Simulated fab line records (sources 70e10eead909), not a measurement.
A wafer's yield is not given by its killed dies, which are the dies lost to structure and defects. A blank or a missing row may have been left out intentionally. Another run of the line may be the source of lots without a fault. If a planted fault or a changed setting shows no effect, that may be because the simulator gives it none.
fab line records	flow nand-harc
record: lots: 15	wafers: 45	last-day: 24
route steps=1159 shown P_BONDPAD@372 A_ZERO_WELL@399
lots untouched by any fault: they come from a run of this same line in which no faults occurred
start-h: hours from the record's opening day to when the first of the lot's shown wafers began	wait-h: how many hours have passed since the lot's step before this one	" same as the row above	L1.1+2: one row covering several wafers at once	- no value, or no start given	* or withheld: withheld	< > ~ a bound
route shown NAME@n: NAME is a module with steps in the file, n the number in the route of the first one	usual: the fault-free wafers' mean and standard deviation	same: alike in all rows	chamber/n: place in a boat	sites: readings site by site	_std_site: how widely they spread, as a standard deviation	_edge_site: mean of outer sites minus mean of inner sites	radius-mm: for every site, how far away it sits from the centre of the wafer	mask NAME#n: copy n	behind: the tool/chamber that last shaped the wafer	hold: what put the lot on hold/how long, in hours/how the hold closed	device: names the non-switching transistor (n, p or np)	end of line: tests run on the same wafers once the route is complete	step lacking rows: just its recipe	killed: count of dies lost to structure and defects at first sort (not the wafer's yield)	map: per-die view of a wafer (x killed, . not killed, _ where there is no die)
set.NAME: setting as actually run; set.NAME@STEP: the setting as run at that earlier step	model.NAME: the simulator's own value behind a step, which no gauge read
the route's steps for a sample of lots (tables are steps, rows are wafers)
services: when a tool's chamber went out of use (start-h, in hours from the record's first day, below 0 if earlier), for how many hours, and the reason
== steps ==
step: NHARC_P_BONDPAD_ETCH_24
recipe: target-depth-a: 300	over-etch-frac: 0.3	time-s: 72.99	ion-energy-ev: 150	cf4-flow-sccm: 50	n2-flow-sccm: 100	ar-flow-sccm: 150	rf-w: 300	bias-w: 100	chemistry: CF4/N2
usual: bias-w: 99.99/0.29	drypump-motor-current-A: 5.7/0.34	oes-product-au: 0.997/0.014	rf-fwd-power-W: 297.5/1	rf-vpp-V: 314.7/1.9	showerhead-plenum-p-Torr: 2.66/0.095	throttle-valve-pct: 19.794/0.0088
lot.wafer	tool	chamber	start-h	wait-h	bias-w	drypump-motor-current-A	oes-product-au	rf-fwd-power-W	rf-hours-counter-h	rf-vpp-V	showerhead-plenum-p-Torr	throttle-valve-pct
L403.4	rie-diel-04	3	-	-	99.93	5.8	0.994	297.1	1	314.4	2.67	19.793
L403.2	"	2	"	"	100.12	5.4	0.998	297.4	0	314.4	2.68	19.797
L403.6	"	3	"	"	100.27	5.8	0.994	298.6	-	315.6	2.67	19.790
L404.4	rie-diel-04	2	-	-	99.86	5.4	1.009	297.3	2	314.2	2.68	19.804
L404.5	"	0	"	"	100.08	6.2	0.990	298.2	-	317.9	2.81	19.793
L404.6	"	1	"	"	100.00	5.7	0.968	297.0	-	313.7	2.67	19.782
L406.3	rie-diel-08	3	-	-	99.73	5.3	1.006	298.7	7	310.4	2.47	19.790
L406.6	"	0	"	"	100.29	5.4	1.014	296.6	-	312.4	2.53	19.784
L406.5	"	1	"	"	99.92	6.0	1.024	298.7	-	309.8	2.49	19.789
L411.4	rie-diel-05	2	177.44	-	99.91	6.1	1.008	299.7	4	313.1	2.58	19.796
L411.3	"	1	"	"	99.69	6.5	1.007	298.0	4	317.4	2.78	19.775
L411.5	"	3	"	"	99.97	5.7	1.000	297.7	-	313.2	2.55	19.798
L413.2	rie-diel-08	3	-	-	100.03	5.3	1.013	299.3	23	312.1	2.46	19.778
L413.1	"	1	"	"	100.00	6.0	1.023	299.6	20	310.5	2.49	19.798
L413.6	"	0	"	"	100.58	5.4	1.014	297.9	-	312.6	2.53	19.779
L416.1	rie-diel-04	2	-	-	99.89	5.4	1.012	299.6	8	315.5	2.67	19.794
L416.4	"	0	"	"	99.94	6.2	1.003	296.7	8	318.0	2.81	19.807
L416.6	"	1	"	"	99.68	5.7	0.998	296.1	-	315.0	2.67	19.779
L415.1	rie-diel-05	0	203.99	0.2	100.04	5.4	0.987	298.3	10	312.7	2.53	19.806
L415.2	"	1	"	"	100.05	6.5	0.998	298.1	11	314.9	2.77	19.785
L415.6	"	1	"	"	100.06	6.5	0.986	297.4	-	316.0	2.77	19.792
L417.3	rie-diel-04	0	-	-	99.84	6.2	1.003	297.3	8	315.6	2.81	19.799
L417.1	"	3	"	"	99.93	5.8	0.983	296.3	8	315.0	2.67	19.790
L417.5	"	0	"	"	99.70	6.2	0.999	296.4	-	316.2	2.81	19.808
L419.3	rie-diel-04	0	-	-	100.13	6.1	1.000	299.5	9	316.4	2.81	19.797
L419.2	"	2	"	"	99.99	5.4	0.996	295.5	9	316.1	2.67	19.791
L419.6	"	0	"	"	100.16	6.2	1.011	297.9	-	315.5	2.81	19.792
L418.1	rie-diel-04	3	-	-	99.75	5.8	0.991	296.3	11	314.4	2.67	19.782
L418.4	"	0	"	"	100.40	6.1	1.002	296.4	11	316.6	2.81	19.801
L418.5	"	2	"	"	99.62	5.4	1.019	297.1	-	314.1	2.67	19.779
L421.3	rie-diel-04	1	-	-	100.26	5.7	0.987	296.5	10	314.7	2.67	19.792
L421.5	"	1	"	"	100.28	5.7	0.976	296.3	-	315.1	2.67	19.790
L421.6	"	2	"	"	100.21	5.4	1.017	297.5	-	314.8	2.67	19.794
L420.2	rie-diel-04	3	-	-	100.38	5.8	0.991	298.0	11	314.8	2.67	19.817
L420.3	"	0	"	"	99.95	6.2	1.011	297.9	11	318.6	2.81	19.779
L420.5	"	1	"	"	100.34	5.7	0.980	297.6	-	314.1	2.67	19.793
L422.4	rie-diel-05	2	-	-	99.40	6.1	1.022	298.2	30	312.3	2.57	19.803
L422.2	"	1	"	"	100.17	6.5	1.003	297.2	29	316.9	2.77	19.786
L422.5	"	2	"	"	100.07	6.1	1.022	298.8	-	313.4	2.57	19.799
L423.2	rie-diel-04	3	-	-	100.12	5.8	0.988	296.9	12	315.9	2.67	19.799
L423.3	"	1	"	"	99.93	5.7	0.972	296.1	11	314.8	2.67	19.800
L423.5	"	0	"	"	100.22	6.2	1.007	297.7	-	316.2	2.81	19.803
L426.1	rie-diel-04	3	-	-	99.93	5.8	0.976	297.6	13	313.6	2.67	19.812
L426.5	"	1	"	"	99.72	5.7	0.975	297.3	-	316.3	2.67	19.786
L426.6	"	2	"	"	100.25	5.4	1.000	298.0	-	315.0	2.67	19.795
step: NHARC_P_BONDPAD_PRE_CLEAN_26
recipe: time-s: 30	temp-c: 280	gas: H2/He
usual: heater-power-w: 425/35
lot.wafer	tool	chamber	start-h	wait-h	heater-power-w
L403.4	pvd-sputter-02	-	-	-	386
L403.2	"	-	"	"	351
L403.6	"	-	"	"	437
L404.4	pvd-sputter-02	-	-	-	388
L404.5	"	-	"	"	353
L404.6	"	-	"	"	428
L406.3	pvd-sputter-01	-	-	-	442
L406.6	"	-	"	"	434
L406.5	"	-	"	"	445
L411.3	pvd-sputter-02	-	-	-	426
L411.4	"	-	"	"	388
L411.5	"	-	"	"	428
L413.2	pvd-sputter-03	-	-	-	480
L413.1	"	-	"	"	467
L413.6	"	-	"	"	476
L416.4	pvd-sputter-02	-	-	-	392
L416.1	"	-	"	"	425
L416.6	"	-	"	"	388
L415.1	pvd-sputter-03	-	-	-	466
L415.2	"	-	"	"	391
L415.6	"	-	"	"	452
L417.3	pvd-sputter-01	-	-	-	407
L417.1	"	-	"	"	433
L417.5	"	-	"	"	407
L419.3	pvd-sputter-03	-	-	-	463
L419.2	"	-	"	"	422
L419.6	"	-	"	"	397
L418.1	pvd-sputter-03	-	-	-	497
L418.4	"	-	"	"	451
L418.5	"	-	"	"	389
L421.3	pvd-sputter-01	-	-	-	425
L421.5	"	-	"	"	419
L421.6	"	-	"	"	415
L420.3	pvd-sputter-03	-	-	-	469
L420.2	"	-	"	"	422
L420.5	"	-	"	"	475
L422.2	pvd-sputter-03	-	-	-	413
L422.4	"	-	"	"	469
L422.5	"	-	"	"	409
L423.2	pvd-sputter-01	-	-	-	413
L423.3	"	-	"	"	448
L423.5	"	-	"	"	426
L426.1	pvd-sputter-03	-	-	-	456
L426.5	"	-	"	"	485
L426.6	"	-	"	"	398
step: NHARC_P_BONDPAD_INSPECT_23
usual: raw-defect-count: 304/110
lot.wafer	tool	chamber	start-h	wait-h	raw-defect-count
L403.2	defect-inspect-02	-	127.55	0.0	222
L403.4	"	-	"	"	309
L403.6	"	-	"	"	242
L404.4	defect-inspect-02	-	139.76	0.0	355
L404.5	"	-	"	"	210
L404.6	"	-	"	"	637
L406.3	defect-inspect-02	-	152.10	0.0	246
L406.5	"	-	"	"	311
L406.6	"	-	"	"	306
L411.3	defect-inspect-02	-	179.46	0.0	259
L411.4	"	-	"	"	425
L411.5	"	-	"	"	441
L413.1	defect-inspect-02	-	192.30	0.0	181
L413.2	"	-	"	"	356
L413.6	"	-	"	"	187
L416.1	defect-inspect-01	-	205.73	0.0	364
L416.4	"	-	"	"	361
L416.6	"	-	"	"	610
L415.1	defect-inspect-01	-	206.05	0.0	248
L415.2	"	-	"	"	295
L415.6	"	-	"	"	383
L417.1	defect-inspect-01	-	212.54	0.0	229
L417.3	"	-	"	"	311
L417.5	"	-	"	"	217
L419.2	defect-inspect-01	-	218.87	0.0	244
L419.3	"	-	"	"	398
L419.6	"	-	"	"	275
L418.1	defect-inspect-01	-	232.80	0.0	669
L418.4	"	-	"	"	377
L418.5	"	-	"	"	307
L421.3	defect-inspect-02	-	234.07	0.0	261
L421.5	"	-	"	"	258
L421.6	"	-	"	"	199
L420.2	defect-inspect-02	-	236.38	0.0	298
L420.3	"	-	"	"	281
L420.5	"	-	"	"	419
L422.2	defect-inspect-02	-	245.56	0.0	262
L422.4	"	-	"	"	307
L422.5	"	-	"	"	258
L423.2	defect-inspect-02	-	248.34	0.0	319
L423.3	"	-	"	"	280
L423.5	"	-	"	"	314
L426.1	defect-inspect-02	-	264.08	0.0	154
L426.5	"	-	"	"	153
L426.6	"	-	"	"	180
step: NHARC_A_ZERO_WELL_PEB_08
recipe: peb-temp-c: 128	peb-time-s: 80
usual: chill-plate-temp-C: 23.01/0.11	exhaust-pa: 44.9/0.92
lot.wafer	tool	chamber	start-h	wait-h	chill-plate-temp-C	exhaust-pa
L403.2	litho-track-07	0	128.81	0.1	23.13	44.7
L403.4	"	0	"	"	23.27	45.7
L403.6	"	0	"	"	23.22	44.8
L404.4	litho-track-03	0	140.98	0.0	22.92	44.2
L404.5	"	0	"	"	22.95	43.6
L404.6	"	0	"	"	23.22	43.8
L406.3	litho-track-05	0	153.34	0.1	22.90	45.4
L406.5	"	0	"	"	22.92	46.0
L406.6	"	0	"	"	23.11	44.5
L411.3	litho-track-03	0	180.70	0.1	23.00	44.2
L411.4	"	0	"	"	22.91	45.6
L411.5	"	0	"	"	22.88	44.9
L413.1	litho-track-05	-	193.52	0.1	-	-
L413.2	"	-	"	"	-	-
L413.6	"	-	"	"	-	-
L416.1	litho-track-05	-	206.83	0.1	-	-
L416.4	"	-	"	"	-	-
L416.6	"	-	"	"	-	-
L415.1	litho-track-05	-	207.28	0.1	-	-
L415.2	"	-	"	"	-	-
L415.6	"	-	"	"	-	-
L417.1	litho-track-05	0	213.65	0.1	23.11	43.6
L417.3	"	0	"	"	23.00	44.0
L417.5	"	0	"	"	23.05	44.0
L419.2	litho-track-05	0	219.96	0.1	22.92	44.3
L419.3	"	0	"	"	22.86	44.0
L419.6	"	0	"	"	23.15	45.7
L418.1	litho-track-05	0	234.04	0.1	23.03	46.4
L418.4	"	0	"	"	23.00	45.8
L418.5	"	0	"	"	22.97	46.4
L421.3	litho-track-03	0	235.20	0.1	22.97	45.4
L421.5	"	0	"	"	22.96	45.5
L421.6	"	0	"	"	22.80	45.6
L420.2	litho-track-07	0	237.48	0.1	23.15	45.2
L420.3	"	0	"	"	23.13	44.3
L420.5	"	0	"	"	23.04	43.6
L422.2	litho-track-05	0	246.65	0.1	23.00	45.7
L422.4	"	0	"	"	23.11	44.0
L422.5	"	0	"	"	23.07	46.0
L423.2	litho-track-03	0	249.45	0.1	23.03	46.0
L423.3	"	0	"	"	22.87	44.9
L423.5	"	0	"	"	23.03	45.1
L426.1	litho-track-03	0	265.31	0.1	22.93	44.0
L426.5	"	0	"	"	22.82	43.2
L426.6	"	0	"	"	23.04	42.4
== services ==
tool	chamber	start-h	hours	kind
pvd-sputter-03	-	102.00	10.0	pm
rie-diel-08	0	107.52	1.8	repair
rie-diel-04	-	111.90	9.0	pm
rie-diel-04	0	111.90	9.0	vent-cycle
rie-diel-04	1	111.90	9.0	vent-cycle
rie-diel-04	2	111.90	9.0	vent-cycle
pvd-sputter-02	-	118.04	4.2	repair
rie-diel-04	1	129.98	6.6	repair
pvd-sputter-02	-	152.93	3.7	repair
pvd-sputter-01	-	158.00	10.0	pm
pvd-sputter-02	-	162.59	11.5	repair
rie-diel-05	-	163.67	9.0	pm
litho-track-07	-	189.01	7.0	pm
rie-diel-05	3	189.65	21.6	repair
pvd-sputter-02	-	190.13	2.5	repair
rie-diel-05	0	207.28	3.5	repair
pvd-sputter-01	-	212.95	16.6	repair
litho-track-03	-	213.00	7.0	pm
rie-diel-04	-	226.02	1.5	repair
rie-diel-08	0	230.90	4.1	repair
litho-track-05	-	237.00	7.0	pm
rie-diel-08	2	253.28	3.2	repair
pvd-sputter-02	-	260.25	2.3	repair
rie-diel-04	2	264.58	4.7	repair
== key ==
first-sign: step: NHARC_A_ZERO_WELL_PEB_08	reading: tool-record	direction: missing
effect none on later readings
met-at NHARC_A_ZERO_WELL_PEB_08
struck-lots L413,L415,L416
later-rows-left-out L413.1,L413.2,L413.6,L415.1,L415.2,L415.6,L416.1,L416.4,L416.6
sort-left-out L413.1,L413.2,L413.6,L415.1,L415.2,L415.6,L416.1,L416.4,L416.6
tester-left-out L413,L415,L416
not-acting-at NHARC_P_BONDPAD_ETCH_24,NHARC_P_BONDPAD_PRE_CLEAN_26,NHARC_P_BONDPAD_INSPECT_23
onset-between 153.34 193.52
fault: kind: skipped-step-whole	tool: litho-track-05	chamber: -	onset-h: 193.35	steps: NHARC_A_ZERO_WELL_PEB_08	scope: struck-lots-only
tester-left-out: of these lots the tester's yield and bins aren't shown, on N5 and GAA mostly nor the transistor test; their killed dies are dies lost to structure and defects alone, not to doping, threshold or leakage, so they don't give the yield
sort-left-out: the simulated sort isn't trusted on such a fault, so these wafers' sort isn't shown, and their yield isn't known
later-rows-left-out: the simulator's readings of these wafers behind a module that went badly wrong aren't trusted and aren't shown, but for the sort
